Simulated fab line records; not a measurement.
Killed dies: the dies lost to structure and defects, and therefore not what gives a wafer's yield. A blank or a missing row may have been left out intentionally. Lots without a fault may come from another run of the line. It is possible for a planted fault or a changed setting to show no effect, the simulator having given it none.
fab line records    flow n5-finfet
[record] lots = 8  wafers = 24  last-day = 17
route steps=1938 shown BEOL_M3@953 BEOL_M4@1111 PASSIVATION@1936
lots with no fault: from the same line, run without faults
start-h: the number of hours between the record's first day and the start of the first shown wafer of the lot    wait-h: how many hours have passed since the lot's step before this one    " same as the row above    L1.1+2: a single row standing in for several wafers    - value missing, or start not given    * or withheld: withheld    < > ~ a bound
route shown NAME@n: names a module that has steps shown in the file, with the first one's number in the route    usual: average and standard deviation across the fault-free wafers    same: alike in all rows    chamber/n: place in a boat    sites: each site's reading    _std_site: standard deviation of those values    _edge_site: inner sites' mean taken away from outer sites' mean    radius-mm: for every site, how far away it sits from the centre of the wafer    mask NAME#n: copy n    behind: tool/chamber where the wafer was last shaped    hold: what put the lot on hold/how long, in hours/how the hold closed    device: which transistor (n, p or np) failed to switch    end of line: tests of these same wafers at the route's end    for a step that has no rows: nothing shown but its recipe    killed: dies lost to structure and defects at the first sort, not the wafer's yield    map: per-die view of a wafer (x killed, . not killed, _ where there is no die)
set.NAME: the run value of the setting; set.NAME@STEP: its run value at that earlier step    model.NAME: the simulator's own value behind a step, which no gauge read
route steps across a sampled set of lots; one table per step, one row per wafer
services: the hour from which a tool's chamber was out of use, counted from the record's first day as start-h (under 0 if before that day), plus the number of hours and why
[[steps]]
[step N5_BEOL_M3_STRIP_66]
[recipe] chemistry = CF4  resist = SiARC  power-w = 300  bias-power-w = 75  pressure-mtorr = 50  cf4-flow-sccm = 150  rf-frequency-hz = 6e+07
[usual] drypump-motor-current-A = 5.8/0.41  oes-product-au = 0.80/0.065  rf-vpp-V = 271.5/1.5  showerhead-plenum-p-Torr = 1.82/0.059  throttle-valve-pct = 13.56/0.17
lot.wafer  tool         chamber  start-h  wait-h  drypump-motor-current-A  oes-product-au  rf-hours-counter-h  rf-vpp-V  showerhead-plenum-p-Torr  throttle-valve-pct
L247.1     rie-diel-05  3        198.14   0.0     6.2                      0.70            229                 271.5     1.86                      13.79
L247.3     "            1        "        "       6.1                      0.78            115                 270.0     1.75                      13.68
L247.6     "            3        "        "       6.2                      0.71            -                   271.9     1.86                      13.81
L248.2     rie-diel-04  0        198.37   0.0     5.1                      0.74            164                 269.8     1.78                      13.51
L248.3     "            1        "        "       5.8                      0.83            55                  273.2     1.91                      13.59
L248.5     "            1        "        "       5.8                      0.84            -                   271.6     1.91                      13.57
L252.3     rie-diel-01  2        227.85   0.0     5.2                      0.78            121                 268.6     1.74                      13.65
L252.5     "            2        "        "       5.1                      0.77            -                   270.0     1.74                      13.66
L252.6     "            1        "        "       6.3                      0.80            -                   270.7     1.76                      13.36
L254.1     rie-diel-01  3        228.07   0.0     6.0                      0.76            167                 272.5     1.79                      13.54
L254.4     "            1        "        "       6.3                      0.80            -                   268.9     1.76                      13.35
L254.5     "            2        "        "       5.1                      0.78            -                   269.6     1.74                      13.66
L253.3     rie-diel-04  2        228.18   0.0     5.6                      0.86            28                  273.0     1.91                      13.27
L253.4     "            0        "        "       5.1                      0.73            171                 269.9     1.78                      13.54
L253.5     "            3        "        "       5.7                      0.90            -                   273.2     1.91                      13.27
L255.1     rie-diel-01  2        238.95   0.0     5.2                      0.77            126                 269.6     1.74                      13.66
L255.2     "            3        "        "       6.0                      0.75            171                 270.4     1.79                      13.56
L255.6     "            1        "        "       6.3                      0.80            -                   270.9     1.76                      13.36
L258.1     rie-diel-05  0        248.82   0.0     5.9                      0.89            30                  271.9     1.84                      13.46
L258.2     "            2        "        "       5.3                      0.76            129                 271.4     1.80                      13.76
L258.5     "            3        "        "       6.3                      0.69            -                   272.9     1.85                      13.83
L262.2     rie-diel-04  1        291.28   0.0     5.8                      0.80            85                  272.9     1.90                      13.66
L262.5     "            3        "        "       5.7                      0.86            -                   272.8     1.90                      13.33
L262.6     "            0        "        "       5.1                      0.71            -                   272.6     1.78                      13.59
[step N5_BEOL_M3_CD_MEAS_28]
[recipe] target-cd-nm = 25.7  landing-energy-ev = 500  detector = se-inlens  target-cd-y-nm = 23.3  polarity = opening
[usual] cd-nm = 25.71/0.24
lot.wafer  tool       chamber  start-h  wait-h  cd-nm
L247.1     cd-sem-03  0        198.81   -       25.35
L247.3     "          0        "        "       25.75
L247.6     "          0        "        "       25.89
L248.2     cd-sem-02  0        198.92   -       25.89
L248.3     "          0        "        "       25.32
L248.5     "          0        "        "       25.55
L252.3     cd-sem-03  0        228.50   -       25.48
L252.5     "          0        "        "       25.57
L252.6     "          0        "        "       25.70
L254.1     cd-sem-01  0        228.61   -       25.98
L254.4     "          0        "        "       25.21
L254.5     "          0        "        "       25.71
L253.3     cd-sem-02  0        228.94   -       25.80
L253.4     "          0        "        "       25.80
L253.5     "          0        "        "       25.84
L255.1     cd-sem-02  0        239.61   -       25.55
L255.2     "          0        "        "       25.34
L255.6     "          0        "        "       26.17
L258.1     cd-sem-02  0        249.49   -       25.51
L258.2     "          0        "        "       25.64
L258.5     "          0        "        "       25.26
L262.2     cd-sem-03  0        291.95   -       25.54
L262.5     "          0        "        "       25.60
L262.6     "          0        "        "       26.06
[step N5_BEOL_M3_OVL_MEAS_29]
[recipe] points-per-wafer = 522
[usual] V2_OVL = -0.4/0.55
lot.wafer  tool        chamber  start-h  wait-h  V2_OVL[nm]
L247.1     overlay-01  0        198.84   0.0     0.4
L247.3     "           0        "        "       -0.1
L247.6     "           0        "        "       -0.5
L248.2     overlay-01  0        198.95   0.0     -0.7
L248.3     "           0        "        "       -1.0
L248.5     "           0        "        "       -0.9
L252.3     overlay-02  0        228.54   0.0     -0.1
L252.5     "           0        "        "       -0.5
L252.6     "           0        "        "       -0.1
L254.1     overlay-02  0        228.64   0.0     -1.1
L254.4     "           0        "        "       -0.4
L254.5     "           0        "        "       0.1
L253.3     overlay-01  0        228.98   0.0     0.4
L253.4     "           0        "        "       -0.6
L253.5     "           0        "        "       0.0
L255.1     overlay-02  0        239.64   0.0     -0.4
L255.2     "           0        "        "       0.3
L255.6     "           0        "        "       -0.3
L258.1     overlay-02  0        249.52   0.0     -1.8
L258.2     "           0        "        "       0.1
L258.5     "           0        "        "       -1.9
L262.2     overlay-01  0        291.99   0.0     -0.7
L262.5     "           0        "        "       -1.4
L262.6     "           0        "        "       -0.4
[step N5_BEOL_M3_ETCH_69]
[recipe] chemistry = CF4  target = SiARC  target-depth-a = 156  mask-material = CAR-EUV  time-s = 26  ion-energy-ev = 80  pressure-mtorr = 40  source-w = 545  bias-w = 36  Ar_flow_sccm = 100  cf4-flow-sccm = 100  ends = cleared
[usual] bias-w = 36.00/0.099  cf4-flow-sccm = 100.0/0.31  drypump-motor-current-A = 5.7/0.38  etch-rf-on-time-s = 25.8/0.63  oes-product-au = 0.69/0.061  rf-vpp-V = 184.3/1.4  showerhead-plenum-p-Torr = 2.17/0.076  throttle-valve-pct = 15.58/0.17
lot.wafer  tool         chamber  start-h  wait-h  bias-w  cf4-flow-sccm  drypump-motor-current-A  etch-rf-on-time-s  oes-product-au  rf-hours-counter-h  rf-vpp-V  showerhead-plenum-p-Torr  throttle-valve-pct
L247.1     rie-diel-04  3        198.98   0.0     -       -              -                        -                  -               -                   -         -                         -
L247.3     "            2        "        "       -       -              -                        -                  -               -                   -         -                         -
L247.6     "            3        "        "       -       -              -                        -                  -               -                   -         -                         -
L248.2     rie-diel-04  1        199.35   0.0     -       -              -                        -                  -               -                   -         -                         -
L248.3     "            2        "        "       -       -              -                        -                  -               -                   -         -                         -
L248.5     "            0        "        "       -       -              -                        -                  -               -                   -         -                         -
L252.3     rie-diel-05  1        228.68   0.0     36.12   100.1          6.1                      26.1               0.67            124                 183.7     2.08                      15.78
L252.5     "            1        "        "       35.94   99.6           6.1                      25.9               0.67            -                   183.4     2.08                      15.75
L252.6     "            0        "        "       36.01   100.0          5.9                      27.6               0.75            -                   185.3     2.19                      15.50
L254.1     rie-diel-04  0        228.79   0.0     36.10   100.2          5.1                      24.8               0.65            171                 184.4     2.13                      15.56
L254.4     "            2        "        "       35.95   100.2          5.5                      25.4               0.76            28                  185.7     2.28                      15.30
L254.5     "            0        "        "       36.12   100.6          5.1                      24.7               0.65            -                   184.2     2.13                      15.59
L253.3     rie-diel-04  2        229.11   0.0     36.09   99.9           5.6                      25.5               0.76            28                  185.7     2.28                      15.32
L253.4     "            0        "        "       35.92   100.1          5.1                      25.2               0.64            171                 183.3     2.13                      15.56
L253.5     "            3        "        "       35.95   100.4          5.7                      25.8               0.77            -                   185.1     2.27                      15.35
L255.1     rie-diel-04  3        239.79   0.0     36.14   99.8           5.6                      25.6               0.78            16                  186.2     2.27                      15.34
L255.2     "            2        "        "       36.11   100.4          5.6                      25.7               0.75            30                  185.9     2.28                      15.30
L255.6     "            2        "        "       36.17   100.2          5.6                      25.6               0.74            -                   186.2     2.28                      15.31
L258.1     rie-diel-04  3        249.83   0.0     36.04   100.1          5.7                      25.7               0.76            20                  185.7     2.27                      15.35
L258.2     "            1        "        "       36.14   99.8           5.8                      25.2               0.72            71                  185.6     2.26                      15.64
L258.5     "            1        "        "       36.26   100.5          5.9                      25.0               0.72            -                   186.1     2.26                      15.64
L262.2     rie-diel-01  1        292.50   0.0     35.91   100.4          6.3                      26.1               0.67            103                 182.4     2.09                      15.42
L262.5     "            1        "        "       35.97   99.9           6.3                      26.2               0.67            -                   183.3     2.09                      15.42
L262.6     "            0        "        "       35.96   100.0          6.1                      25.9               0.61            -                   185.5     2.19                      15.59
[step N5_BEOL_M3_ETCHBACK_99]
[recipe] chemistry = CHF3  target = SiO2  target-depth-a = 50  time-s = 10.4  source-w = 215  bias-w = 47  Ar_flow_sccm = 200  CHF3_flow_sccm = 12  ion-energy-ev = 100  pressure-mtorr = 30
[usual] drypump-motor-current-A = 5.7/0.42  oes-product-au = 0.80/0.07  rf-vpp-V = 239/5  showerhead-plenum-p-Torr = 2.16/0.074  throttle-valve-pct = 17.04/0.17
lot.wafer  tool         chamber  start-h  wait-h  drypump-motor-current-A  oes-product-au  rf-hours-counter-h  rf-vpp-V  showerhead-plenum-p-Torr  throttle-valve-pct
L247.1     rie-diel-01  1        205.59   6.5     6.3                      0.31            70                  234       2.10                      16.76
L247.3     "            3        "        "       6.0                      0.29            158                 238       2.17                      17.04
L247.6     "            3        "        "       6.0                      0.29            -                   238       2.17                      17.02
L248.2     rie-diel-05  3        206.16   6.5     6.3                      0.26            232                 233       2.19                      17.04
L248.3     "            0        "        "       5.9                      0.34            17                  244       2.19                      16.88
L248.5     "            3        "        "       6.2                      0.27            -                   233       2.19                      17.02
L252.3     rie-diel-04  3        229.57   0.8     5.7                      0.91            13                  243       2.28                      16.81
L252.5     "            0        "        "       5.1                      0.75            -                   233       2.15                      17.07
L252.6     "            3        "        "       5.7                      0.92            -                   243       2.28                      16.80
L254.1     rie-diel-01  1        232.09   3.2     6.3                      0.82            81                  235       2.10                      16.82
L254.4     "            2        "        "       5.2                      0.79            -                   236       2.09                      17.22
L254.5     "            1        "        "       6.3                      0.81            -                   235       2.10                      16.83
L253.3     rie-diel-05  1        237.33   8.1     6.1                      0.78            127                 236       2.09                      17.23
L253.4     "            2        "        "       5.3                      0.78            125                 249       2.15                      17.21
L253.5     "            2        "        "       5.3                      0.77            -                   249       2.15                      17.22
L255.1     rie-diel-05  1        246.54   6.6     6.1                      0.77            129                 240       2.09                      17.25
L255.2     "            2        "        "       5.3                      0.77            128                 249       2.15                      17.23
L255.6     "            2        "        "       5.3                      0.77            -                   248       2.15                      17.21
L258.1     rie-diel-01  1        254.94   3.9     6.3                      0.80            90                  234       2.09                      16.85
L258.2     "            3        "        "       6.0                      0.74            178                 240       2.16                      17.10
L258.5     "            3        "        "       6.0                      0.74            -                   239       2.16                      17.09
L262.2     rie-diel-01  2        297.69   5.1     5.1                      0.76            144                 237       2.08                      17.26
L262.5     "            2        "        "       5.1                      0.77            -                   236       2.08                      17.27
L262.6     "            3        "        "       6.0                      0.74            -                   239       2.16                      17.11
[step N5_BEOL_M3_VIA_ETCH_34]
[recipe] chemistry = C4F6/O2  target-depth-a = 694  mask-material = SOC  pressure-mtorr = 15  ion-energy-ev = 250  taper-deg = 4  time-s = 65.9  source-w = 350  bias-w = 170  Ar_flow_sccm = 300  C4F6_flow_sccm = 10  O2_flow_sccm = 10
[usual] C4F6_flow_sccm = 10.00/0.031  O2_flow_sccm = 10.00/0.03  drypump-motor-current-A = 5.8/0.42  oes-product-au = 0.80/0.071  rf-vpp-V = 662/13  showerhead-plenum-p-Torr = 2.86/0.094  throttle-valve-pct = 30.77/0.2
lot.wafer  tool         chamber  start-h  wait-h  C4F6_flow_sccm  O2_flow_sccm  drypump-motor-current-A  oes-product-au  rf-hours-counter-h  rf-vpp-V  showerhead-plenum-p-Torr  throttle-valve-pct
L247.1     rie-diel-01  1        205.73   0.0     9.96            10.04         6.3                      0.31            70                  647       2.77                      30.59
L247.3     "            3        "        "       9.96            9.97          6.0                      0.30            158                 662       2.86                      30.60
L247.6     "            3        "        "       9.98            9.98          6.0                      0.28            -                   660       2.86                      30.61
L248.2     rie-diel-05  3        206.30   0.0     10.01           9.95          6.2                      0.27            232                 645       2.90                      30.35
L248.3     "            0        "        "       10.02           9.94          5.9                      0.35            17                  677       2.89                      30.65
L248.5     "            3        "        "       10.06           9.99          6.2                      0.27            -                   643       2.90                      30.33
L252.3     rie-diel-04  3        229.70   0.0     10.02           10.01         5.7                      0.91            13                  671       3.01                      30.63
L252.5     "            0        "        "       10.03           10.00         5.1                      0.76            -                   648       2.84                      30.78
L252.6     "            3        "        "       10.00           10.04         5.7                      0.92            -                   672       3.01                      30.67
L254.1     rie-diel-01  1        232.23   0.0     9.98            9.99          6.4                      0.82            81                  649       2.77                      30.71
L254.4     "            2        "        "       10.01           9.95          5.1                      0.79            -                   652       2.76                      31.07
L254.5     "            1        "        "       9.94            10.03         6.3                      0.81            -                   647       2.77                      30.69
L253.3     rie-diel-05  1        237.47   0.0     10.03           9.99          6.1                      0.78            127                 661       2.76                      31.06
L253.4     "            2        "        "       10.01           10.03         5.3                      0.78            125                 688       2.84                      30.82
L253.5     "            2        "        "       9.97            10.02         5.3                      0.77            -                   687       2.84                      30.82
L255.1     rie-diel-05  1        246.67   0.0     9.99            9.96          6.1                      0.78            129                 660       2.76                      31.06
L255.2     "            2        "        "       10.01           9.98          5.3                      0.77            128                 686       2.84                      30.81
L255.6     "            2        "        "       10.02           10.01         5.3                      0.77            -                   687       2.84                      30.82
L258.1     rie-diel-01  1        255.07   0.0     10.02           10.03         6.4                      0.81            90                  649       2.77                      30.70
L258.2     "            3        "        "       9.97            9.99          6.0                      0.74            178                 660       2.85                      30.74
L258.5     "            3        "        "       9.96            10.03         6.0                      0.74            -                   659       2.85                      30.75
L262.2     rie-diel-01  2        297.83   0.0     10.00           10.02         5.2                      0.77            144                 651       2.75                      31.10
L262.5     "            2        "        "       9.98            9.99          5.1                      0.76            -                   653       2.75                      31.08
L262.6     "            3        "        "       10.02           9.99          6.0                      0.74            -                   660       2.85                      30.75
[step N5_BEOL_M4_RC_MEAS_101]
[usual] DIBL_N = 36.5/1.7  DIBL_P = 36.3/2.1  IOFF_N = 0.16/0.036  IOFF_P = 0.21/0.037  ION_N = 676/12  ION_P = 462/7.6  SS_N = 71.5/0.68  SS_P = 73.3/0.63  VT_N = 249/3.5  VT_P = -250/3.5
lot.wafer  tool       chamber  start-h  wait-h  DIBL_N[mV/V]  DIBL_P[mV/V]  IOFF_N[nA/um]  IOFF_P[nA/um]  ION_N[uA/um]  ION_P[uA/um]  SS_N[mV/dec]  SS_P[mV/dec]  VT_N[mV]  VT_P[mV]
L252.3     prober-01  0        251.34   0.3     34.2          35.5          0.12           0.17           664           455           70.5          73.1          252       -254
L252.5     "          0        "        "       36.2          37.2          0.15           0.19           677           457           70.7          73.5          249       -250
L252.6     "          0        "        "       36.8          38.8          0.18           0.22           686           465           71.7          74.0          247       -250
L254.1     prober-02  0        251.60   0.0     38.1          39.7          0.23           0.26           695           469           73.0          73.4          244       -248
L254.4     "          0        "        "       35.3          36.3          0.17           0.21           685           467           71.8          73.4          250       -250
L254.5     "          0        "        "       36.1          37.3          0.19           0.22           688           466           71.5          73.4          248       -252
L253.3     prober-02  0        254.86   0.3     36.1          35.1          0.16           0.25           675           479           70.8          73.5          247       -244
L253.4     "          0        "        "       38.9          38.4          0.22           0.31           694           476           72.2          73.6          245       -239
L253.5     "          0        "        "       36.0          34.6          0.15           0.23           673           475           71.7          72.5          247       -249
L255.1     prober-02  0        264.55   0.0     36.0          36.6          0.15           0.21           667           456           72.2          73.3          252       -250
L255.2     "          0        "        "       34.1          34.7          0.13           0.19           677           466           71.1          73.0          251       -250
L255.6     "          0        "        "       35.2          36.3          0.15           0.21           675           466           71.9          73.5          251       -250
L258.1     prober-02  0        282.16   0.0     38.1          39.1          0.23           0.26           689           467           72.1          73.5          245       -246
L258.2     "          0        "        "       37.3          38.4          0.21           0.26           701           477           71.9          73.4          243       -247
L258.5     "          0        "        "       36.4          37.8          0.19           0.24           693           473           71.6          74.1          247       -248
L262.2     prober-02  0        310.87   0.2     38.3          38.7          0.19           0.25           673           469           72.7          73.5          246       -248
L262.5     "          0        "        "       36.6          36.7          0.14           0.23           654           459           71.7          73.3          253       -248
L262.6     "          0        "        "       35.1          35.0          0.14           0.20           668           462           71.7          73.1          250       -249
[step N5_PASSIVATION_PROBE_49]
[usual] defect-limited-yield = 91.4/1.5  killed_at_M0_to_M3 = 34/12  killed_at_M4_up = 12/4.9  killed-at-contacts = 13/7.2  killed-at-front-end = 39/12  killed-at-other = 3.7/2.9  killed-dies = 101/18  killed-on-rim = 13/4  killed-open = 67/14  killed-short = 33/7.2  sort_bin_5_function = 5.1/0.97  sort_bin_6_memory = 3.2/0.67  sort-n-pass = 1079/17  sort-yield-pct = 91.4/1.5
[same] gross-dies = 1180  killed-at-back-side = 0  sort_bin_4_leakage[%] = 0  sort_bin_8_speed[%] = 0
lot.wafer  tool       chamber  start-h  wait-h  defect-limited-yield[%]  killed_at_M0_to_M3  killed_at_M4_up  killed-at-contacts  killed-at-front-end  killed-at-other  killed-dies  killed-on-rim  killed-open  killed-short  sort_bin_5_function[%]  sort_bin_6_memory[%]  sort-n-pass  sort-yield-pct[%]
L247.1     prober-02  -        321.68   0.0     0                        1108                17               18                  31                   6                1180         152            63           35            96.5                    3.1                   0            0
L247.3     prober-02  -        321.78   0.1     0                        1100                12               26                  41                   1                1180         152            67           34            96.3                    3.2                   0            0
L247.6     prober-02  -        321.93   0.3     0                        1125                11               22                  20                   2                1180         152            53           35            96.7                    3.2                   0            0
L248.2     prober-02  -        329.13   0.1     0                        1103                15               11                  46                   5                1180         152            70           25            96.3                    3.2                   0            0
L248.3     prober-02  -        329.18   0.1     0                        1110                11               6                   47                   6                1180         152            62           29            96.8                    3.1                   0            0
L248.5     prober-02  -        329.28   0.2     0                        1133                17               5                   25                   0                1180         152            58           27            97.5                    2.4                   0            0
// killed by level:class
L247.1 BEOL_M3:area-etch=1081 MOL_CONTACT_COAG:geometric-particle:open=16 FIN_SAQP:geometric-particle:open=10 FIN_SAQP:geometric-particle:short=8 BEOL_M0_SAQP:geometric-particle:open=7 BEOL_M4:geometric-particle:short=6 BEOL_M0_SAQP:geometric-particle:short=5 BEOL_M4:geometric-particle:open=5
L247.3 BEOL_M3:area-etch=1078 MOL_CONTACT_COAG:geometric-particle:open=21 FIN_SAQP:geometric-particle:short=7 STI_FIN_REVEAL:geometric-particle:open=7 DUMMY_GATE:geometric-particle:open=7 FIN_SAQP:geometric-particle:open=5 MOL_CONTACT_COAG:geometric-particle:short=5 GATE_CUT:geometric-particle:short=5
L247.6 BEOL_M3:area-etch=1092 MOL_CONTACT_COAG:geometric-particle:open=17 BEOL_M0_SAQP:geometric-particle:open=7 BEOL_M3:geometric-particle:open=7 FIN_SAQP:geometric-particle:open=6 MOL_CONTACT_COAG:geometric-particle:short=5 GATE_CUT:geometric-particle:short=4 BEOL_M0_SAQP:geometric-particle:short=4
L248.2 BEOL_M3:area-etch=1081 FIN_SAQP:geometric-particle:open=16 BEOL_M2:geometric-particle:open=9 MOL_CONTACT_COAG:geometric-particle:open=7 BEOL_M4:geometric-particle:open=5 BEOL_M3:geometric-particle:open=5 DUMMY_GATE:geometric-particle:open=4 ILD0:geometric-particle:short=4
L248.3 BEOL_M3:area-etch=1089 FIN_SAQP:geometric-particle:open=11 FIN_SAQP:geometric-particle:short=9 BEOL_M2:geometric-particle:open=9 BEOL_M4:geometric-particle:open=9 DUMMY_GATE:geometric-particle:open=8 STI_FIN_REVEAL:geometric-particle:open=8 BEOL_M0_SAQP:geometric-particle:short=5
L248.5 BEOL_M3:area-etch=1094 BEOL_M2:geometric-particle:open=12 BEOL_M3:geometric-particle:open=10 BEOL_M0_SAQP:geometric-particle:short=8 FIN_SAQP:geometric-particle:short=7 BEOL_M4:geometric-particle:open=6 MOL_CONTACT_COAG:geometric-particle:open=5 DUMMY_GATE:geometric-particle:open=4
[[services]]
tool         chamber  start-h  hours  kind
rie-diel-04  3        176.15   -      clean
rie-diel-04  3        176.15   -      consumable-replace:focus-ring
rie-diel-04  3        176.15   -      consumable-replace:showerhead
rie-diel-04  3        176.15   12.3   scheduled-down
rie-diel-04  3        176.15   12.3   vent-cycle
rie-diel-04  0        202.29   6.5    repair
rie-diel-05  2        205.97   1.6    repair
rie-diel-05  -        216.89   0.8    repair
rie-diel-04  2        233.69   4.1    repair
rie-diel-04  2        252.40   19.3   repair
rie-diel-05  3        276.30   -      clean
rie-diel-05  3        276.30   -      consumable-replace:focus-ring
rie-diel-05  3        276.30   31.9   scheduled-down
rie-diel-05  3        276.30   31.9   vent-cycle
[[key]]
[first-sign] step = N5_BEOL_M3_ETCH_69  reading = tool-record  direction = missing
[effect] step = N5_BEOL_M3_ETCHBACK_99  reading = oes-product-au  direction = down  sigmas = 7.3  usual = 0.80  struck = 0.29
[effect] step = N5_BEOL_M3_VIA_ETCH_34  reading = oes-product-au  direction = down  sigmas = 7.2  usual = 0.80  struck = 0.30
[effect] step = N5_PASSIVATION_PROBE_49  reading = sort_bin_5_function  direction = up  sigmas = 94  usual = 5.1  struck = 96.7
[more-kills-born-at] N5_BEOL_M3_ETCH_69@rie-diel-04 = 6506
met-at N5_BEOL_M3_ETCH_69
struck-lots L247,L248
later-rows-left-out L247.1,L247.3,L247.6,L248.2,L248.3,L248.5
not-acting-at N5_BEOL_M3_STRIP_66,N5_BEOL_M3_CD_MEAS_28,N5_BEOL_M3_OVL_MEAS_29
[fault] kind = skipped-step-whole  tool = rie-diel-04  chamber = -  onset-h = 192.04  steps = N5_BEOL_M3_ETCH_69  scope = struck-lots-only
// later-rows-left-out: the simulator's readings of these wafers behind a module that went badly wrong aren't trusted and aren't shown, but for the sort
